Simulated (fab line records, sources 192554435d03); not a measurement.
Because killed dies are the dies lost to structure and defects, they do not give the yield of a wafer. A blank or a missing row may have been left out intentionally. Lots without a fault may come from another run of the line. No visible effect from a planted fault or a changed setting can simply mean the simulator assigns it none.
Which tool was responsible?	flow n5_finfet	72 wafers from 24 lots sampled at 5 of the route's 1938 steps

## WHAT THE GAUGES READ, wafer by wafer
N5_BEOL_M0_SAQP_CD_MEAS_40: target cd 30 nm. Usual: cd_nm 30.00 nm, standard deviation 0.24.
lot	measured	on	cd_nm (nm)	flag
L074	day 5 19:02	cd_sem-01	30.02 30.01 30.44	
L075	day 6 04:00	cd_sem-02	29.90 29.74 30.10	
L076	day 6 21:08	cd_sem-02	29.63 29.74 29.62	
L077	day 6 23:35	cd_sem-03	29.77 29.94 29.91	
L078	day 7 01:47	cd_sem-03	30.17 30.09 30.20	
L079	day 7 07:47	cd_sem-01	30.01 30.56 30.18	
L080	day 7 09:44	cd_sem-03	29.76 29.90 29.98	
L081	day 7 12:33	cd_sem-01	30.05 29.82 29.65	
L082	day 7 15:49	cd_sem-02	30.22 30.42 29.50	
L083	day 7 19:07	cd_sem-01	30.42 29.64 30.15	
L084	day 8 05:27	cd_sem-03	29.85 30.09 30.24	
L085	day 8 12:37	cd_sem-01	30.00 29.76 29.73	
L086	day 8 17:31	cd_sem-03	29.90 30.04 29.95	
L087	day 8 20:51	cd_sem-01	30.20 30.13 30.19	
L088	day 9 01:37	cd_sem-01	29.62 29.89 29.85	
L089	day 9 13:31	cd_sem-01	29.74 30.34 30.13	
L090	day 9 21:13	cd_sem-03	30.35 30.38 29.90	
L091	day 10 01:16	cd_sem-01	29.79 30.05 29.64	
L092	day 10 05:52	cd_sem-01	29.98 30.22 29.65	
L093	day 10 12:26	cd_sem-01	30.14 30.06 30.24	
L095	day 11 03:09	cd_sem-02	29.89 30.03 30.06	
L094	day 11 05:08	cd_sem-01	30.09 30.09 29.97	
L096	day 11 06:01	cd_sem-03	29.69 30.49 30.21	
L097	day 11 10:31	cd_sem-02	29.88 30.17 29.96	

## WHAT TOOL EACH LOT RAN ON (gives the tool, then ch and the chambers of the sampled wafers, and finally the start)
lot	N5_BEOL_M0_SAQP_HM_DEP_02	N5_BEOL_M0_SAQP_DESCUM_19	N5_BEOL_M0_SAQP_ETCH_84	N5_BEOL_M0_SAQP_SPACER2_ALD_26
L074	pvd_sputter-01, day 5 14:26	rie_diel-02 ch 0,1,2, day 5 15:12	rie_diel-02 ch 0,1,2, day 5 15:17	ald_sin-03 ch 0,3, day 5 17:52
L075	pvd_sputter-02, day 5 23:11	rie_diel-04 ch 0,1,2, day 6 00:04	rie_diel-04 ch 0,1,2, day 6 00:08	ald_sin-02 ch 1,2, day 6 02:49
L076	pvd_sputter-01, day 6 14:04	rie_diel-02 ch 0,1,3, day 6 14:52	rie_diel-02 ch 0,1,3, day 6 14:56	ald_sin-02 ch 0,1, day 6 19:50
L077	pvd_sputter-02, day 6 17:16	rie_diel-04 ch 0,1,2, day 6 18:24	rie_diel-04 ch 0,1,2, day 6 18:29	ald_sin-03 ch 1,2,3, day 6 22:25
L078	pvd_sputter-02, day 6 20:38	rie_diel-03 ch 0,1,2, day 6 21:32	rie_diel-03 ch 0,1,2, day 6 21:38	ald_sin-02 ch 0,2, day 7 00:37
L079	pvd_sputter-03, day 7 01:50	rie_diel-02 ch 0,1,2, day 7 02:51	rie_diel-02 ch 0,1,2, day 7 02:56	ald_sin-02 ch 0,2,3, day 7 06:23
L080	pvd_sputter-02, day 7 04:25	rie_diel-03 ch 1,2,3, day 7 05:28	rie_diel-03 ch 1,2,3, day 7 05:32	ald_sin-02 ch 2,3, day 7 08:37
L081	pvd_sputter-01, day 7 07:56	rie_diel-02 ch 2,3, day 7 08:52	rie_diel-02 ch 2,3, day 7 08:58	ald_sin-02 ch 1,2, day 7 11:30
L082	pvd_sputter-01, day 7 11:04	rie_diel-02 ch 2,3, day 7 11:58	rie_diel-02 ch 2,3, day 7 12:03	ald_sin-04 ch 2,3, day 7 14:35
L083	pvd_sputter-01, day 7 14:13	rie_diel-04 ch 1,2, day 7 15:03	rie_diel-04 ch 1,2, day 7 15:08	ald_sin-04 ch 1,3, day 7 17:55
L084	pvd_sputter-03, day 8 00:42	rie_diel-04 ch 0,3, day 8 01:38	rie_diel-04 ch 0,3, day 8 01:44	ald_sin-04 ch 0,1,3, day 8 04:24
L085	pvd_sputter-03, day 8 07:29	rie_diel-03 ch 0,1,3, day 8 08:30	rie_diel-03 ch 0,1,3, day 8 08:35	ald_sin-02 ch 0,1,3, day 8 11:34
L086	pvd_sputter-02, day 8 12:16	rie_diel-02 ch 0,2,3, day 8 13:17	rie_diel-02 ch 0,2,3, day 8 13:22	ald_sin-02 ch 0,1,3, day 8 16:28
L087	pvd_sputter-01, day 8 15:47	rie_diel-03 ch 0,1,3, day 8 16:47	rie_diel-03 ch 0,1,3, day 8 16:52	ald_sin-03 ch 0,3, day 8 19:40
L088	pvd_sputter-03, day 8 19:31	rie_diel-03 ch 2,3, day 8 20:17	rie_diel-03 ch 2,3, day 8 20:22	ald_sin-03 ch 0,1,2, day 9 00:34
L089	pvd_sputter-03, day 9 07:54	rie_diel-03 ch 0,1,2, day 9 08:50	rie_diel-03 ch 0,1,2, day 9 08:55	ald_sin-02 ch 1,2, day 9 12:20
L090	pvd_sputter-01, day 9 16:07	rie_diel-04 ch 0,1,3, day 9 16:58	rie_diel-04 ch 0,1,3, day 9 17:04	ald_sin-03 ch 0,1,2, day 9 19:47
L091	pvd_sputter-03, day 9 19:30	rie_diel-02 ch 0,2,3, day 9 20:38	rie_diel-02 ch 0,2,3, day 9 20:44	ald_sin-02 ch 1,2,3, day 9 23:54
L092	pvd_sputter-01, day 10 01:20	rie_diel-02 ch 0,1,3, day 10 02:07	rie_diel-02 ch 0,1,3, day 10 02:12	ald_sin-04 ch 0,2, day 10 04:41
L093	pvd_sputter-02, day 10 07:17	rie_diel-03 ch 1,2,3, day 10 08:11	rie_diel-03 ch 1,2,3, day 10 08:17	ald_sin-03 ch 0,2,3, day 10 11:05
L095	pvd_sputter-03, day 10 20:31	rie_diel-03 ch 1,3, day 10 22:08	rie_diel-03 ch 1,3, day 10 22:14	ald_sin-03 ch 1,2,3, day 11 01:54
L094	pvd_sputter-03, day 10 23:42	rie_diel-02 ch 1,2, day 11 00:36	rie_diel-02 ch 1,2, day 11 00:41	ald_sin-03 ch 0,1,3, day 11 04:05
L096	pvd_sputter-03, day 11 01:02	rie_diel-04 ch 0,1, day 11 01:56	rie_diel-04 ch 0,1, day 11 02:01	ald_sin-02 ch 1,3, day 11 04:49
L097	pvd_sputter-03, day 11 05:53	rie_diel-04 ch 0,1,3, day 11 06:41	rie_diel-04 ch 0,1,3, day 11 06:46	ald_sin-04 ch 0,3, day 11 09:20
- N5_BEOL_M0_SAQP_HM_DEP_02: deposits TiN, target thk 12 nm.
- N5_BEOL_M0_SAQP_DESCUM_19: chemistry O2, time 7.9 s.
- N5_BEOL_M0_SAQP_ETCH_84: etches SOC in N2/H2, target depth 100 nm, overetch 20 nm, time 150 s.
- N5_BEOL_M0_SAQP_SPACER2_ALD_26: deposits SiO2, target thk 15 nm, pulse time 1 s, purge time 2 s.

## AS READ BY THE TOOLS THEMSELVES (means over the sampled wafers that have a number; for cases with no such wafer, the mark the record gives instead)
N5_BEOL_M0_SAQP_HM_DEP_02. Usual: throttle_valve_pct 30.0 %, standard deviation 1.4.
lot	tool	throttle_valve_pct (%)	flag
L074	pvd_sputter-01	30.0	
L075	pvd_sputter-02	30.7	
L076	pvd_sputter-01	30.4	
L077	pvd_sputter-02	29.6	
L078	pvd_sputter-02	30.8	
L079	pvd_sputter-03	30.1	
L080	pvd_sputter-02	30.0	
L081	pvd_sputter-01	29.8	
L082	pvd_sputter-01	30.0	
L083	pvd_sputter-01	30.0	
L084	pvd_sputter-03	28.4	
L085	pvd_sputter-03	30.2	
L086	pvd_sputter-02	30.2	
L087	pvd_sputter-01	29.8	
L088	pvd_sputter-03	30.3	
L089	pvd_sputter-03	29.2	
L090	pvd_sputter-01	30.0	
L091	pvd_sputter-03	29.3	
L092	pvd_sputter-01	30.2	
L093	pvd_sputter-02	30.9	
L095	pvd_sputter-03	31.5	
L094	pvd_sputter-03	29.4	
L096	pvd_sputter-03	30.1	
L097	pvd_sputter-03	30.2	

N5_BEOL_M0_SAQP_DESCUM_19. Usual: drypump_motor_current_A 5.8 A, standard deviation 0.5; o2_flow_sccm 225.0 sccm, standard deviation 0.67; oes_product_au 0.80 a.u., standard deviation 0.087; rf_vpp_V 243.7 V, standard deviation 1.3; showerhead_plenum_p_Torr 2.13 Torr, standard deviation 0.066; throttle_valve_pct 20.3 %, standard deviation 0.36.
lot	tool	drypump_motor_current_A (A)	o2_flow_sccm (sccm)	oes_product_au (a.u.)	rf_vpp_V (V)	showerhead_plenum_p_Torr (Torr)	throttle_valve_pct (%)	flag
L074	rie_diel-02	5.7	225.4	0.86	243.8	2.10	20.1	
L075	rie_diel-04	5.9	225.4	0.75	243.6	2.15	20.5	
L076	rie_diel-02	5.7	225.3	0.84	243.7	2.13	20.3	
L077	rie_diel-04	5.9	224.7	0.75	244.4	2.15	20.6	
L078	rie_diel-03	5.6	224.3	0.78	243.3	2.07	20.5	
L079	rie_diel-02	5.7	225.7	0.84	244.2	2.10	20.1	
L080	rie_diel-03	5.5	224.6	0.82	243.3	2.12	20.5	
L081	rie_diel-02	6.6	225.1	0.95	245.7	2.19	20.1	
L082	rie_diel-02	6.6	224.9	0.94	244.2	2.15	19.9	
L083	rie_diel-04	6.1	224.3	0.74	245.2	2.18	20.3	
L084	rie_diel-04	5.6	225.5	0.71	243.5	2.11	20.6	
L085	rie_diel-03	5.8	225.6	0.80	244.2	2.11	20.4	
L086	rie_diel-02	6.1	225.1	0.85	243.4	2.14	20.3	
L087	rie_diel-03	5.9	225.0	0.79	243.6	2.11	20.4	
L088	rie_diel-03	5.4	225.0	0.84	243.8	2.19	20.3	
L089	rie_diel-03	5.7	225.3	0.76	243.4	2.06	20.5	
L090	rie_diel-04	5.9	225.1	0.82	243.1	2.13	20.3	
L091	rie_diel-02	6.1	224.8	0.83	243.0	2.13	20.3	
L092	rie_diel-02	5.7	224.9	0.80	244.4	2.13	20.3	
L093	rie_diel-03	5.6	225.7	0.79	242.7	2.11	20.5	
L095	rie_diel-03	5.9	225.2	0.77	243.0	2.07	20.5	
L094	rie_diel-02	6.2	225.1	0.86	243.7	2.10	19.8	
L096	rie_diel-04	5.8	225.2	0.72	243.4	2.10	20.6	
L097	rie_diel-04	5.9	224.7	0.80	243.5	2.13	20.3	

N5_BEOL_M0_SAQP_ETCH_84. Usual: drypump_motor_current_A 5.8 A, standard deviation 0.5; oes_product_au 0.72 a.u., standard deviation 0.074; rf_vpp_V 525.1 V, standard deviation 2.3; showerhead_plenum_p_Torr 2.58 Torr, standard deviation 0.083; throttle_valve_pct 17.75 %, standard deviation 0.25.
lot	tool	drypump_motor_current_A (A)	oes_product_au (a.u.)	rf_vpp_V (V)	showerhead_plenum_p_Torr (Torr)	throttle_valve_pct (%)	flag
L074	rie_diel-02	5.7	0.76	524.5	2.58	17.68	
L075	rie_diel-04	5.9	0.67	525.1	2.60	17.84	
L076	rie_diel-02	5.7	0.75	526.2	2.61	17.75	
L077	rie_diel-04	5.9	0.67	525.4	2.60	17.84	
L078	rie_diel-03	5.6	0.70	523.0	2.51	17.85	
L079	rie_diel-02	5.7	0.74	524.0	2.57	17.69	
L080	rie_diel-03	5.6	0.74	524.0	2.56	17.72	
L081	rie_diel-02	6.6	0.83	527.9	2.68	17.61	
L082	rie_diel-02	6.6	0.82	526.1	2.65	17.55	
L083	rie_diel-04	6.1	0.67	527.5	2.64	17.70	
L084	rie_diel-04	5.7	0.64	525.4	2.55	17.92	
L085	rie_diel-03	5.9	0.71	524.7	2.55	17.78	
L086	rie_diel-02	6.1	0.75	525.3	2.61	17.79	
L087	rie_diel-03	5.8	0.71	524.5	2.55	17.77	
L088	rie_diel-03	5.4	0.76	527.3	2.65	17.64	
L089	rie_diel-03	5.7	0.68	522.7	2.50	17.89	
L090	rie_diel-04	5.9	0.73	524.4	2.58	17.63	
L091	rie_diel-02	6.1	0.73	525.1	2.61	17.81	
L092	rie_diel-02	5.7	0.72	526.0	2.60	17.80	
L093	rie_diel-03	5.6	0.72	523.8	2.55	17.78	
L095	rie_diel-03	5.9	0.70	522.3	2.50	17.81	
L094	rie_diel-02	6.2	0.76	524.9	2.59	17.53	
L096	rie_diel-04	5.8	0.64	524.6	2.54	17.91	
L097	rie_diel-04	5.9	0.71	525.6	2.58	17.65	

N5_BEOL_M0_SAQP_SPACER2_ALD_26. Usual: chamber_pressure_Torr 2.001 Torr, standard deviation 0.0042; heater_power_w 463 W, standard deviation 47; precursor_pulse_height_rel 0.999, standard deviation 0.02.
lot	tool	chamber_pressure_Torr (Torr)	heater_power_w (W)	precursor_pulse_height_rel	flag
L074	ald_sin-03	2.005	484	0.989	
L075	ald_sin-02	2.005	450	0.995	
L076	ald_sin-02	1.998	420	1.004	
L077	ald_sin-03	2.000	438	0.986	
L078	ald_sin-02	1.998	473	1.017	
L079	ald_sin-02	2.002	455	1.004	
L080	ald_sin-02	2.005	452	0.995	
L081	ald_sin-02	1.996	452	0.975	
L082	ald_sin-04	1.998	565	0.997	
L083	ald_sin-04	2.000	472	0.974	
L084	ald_sin-04	1.999	495	1.003	
L085	ald_sin-02	2.004	435	1.018	
L086	ald_sin-02	2.001	432	1.009	
L087	ald_sin-03	1.999	485	1.011	
L088	ald_sin-03	2.001	453	1.002	
L089	ald_sin-02	2.003	436	1.009	
L090	ald_sin-03	2.001	456	0.996	
L091	ald_sin-02	2.000	433	0.990	
L092	ald_sin-04	2.001	518	1.012	
L093	ald_sin-03	2.000	474	1.011	
L095	ald_sin-03	2.002	436	0.995	
L094	ald_sin-03	2.003	467	1.012	
L096	ald_sin-02	2.000	419	1.004	
L097	ald_sin-04	1.996	529	1.011	

## THE ANSWER, worked out from the rows above alone
Rule: a lot is off if the mean of its wafers that have a number lies more than 3 standard deviations from the usual mean. Also off: a lot with no number at a reading for which 4 or more lots have one. All remaining lots with rows at the step are treated as sound. After the gauges, taken in route order, come the tools' own readings; for these a lot's mean is taken, as printed above. At the first step where some lot is off, the reading lying furthest off is the one used; lots without a number count as furthest.
No lot is off at any reading shown: from this, nothing can be told.

## WHAT WAS PUT IN BY THE SIMULATOR
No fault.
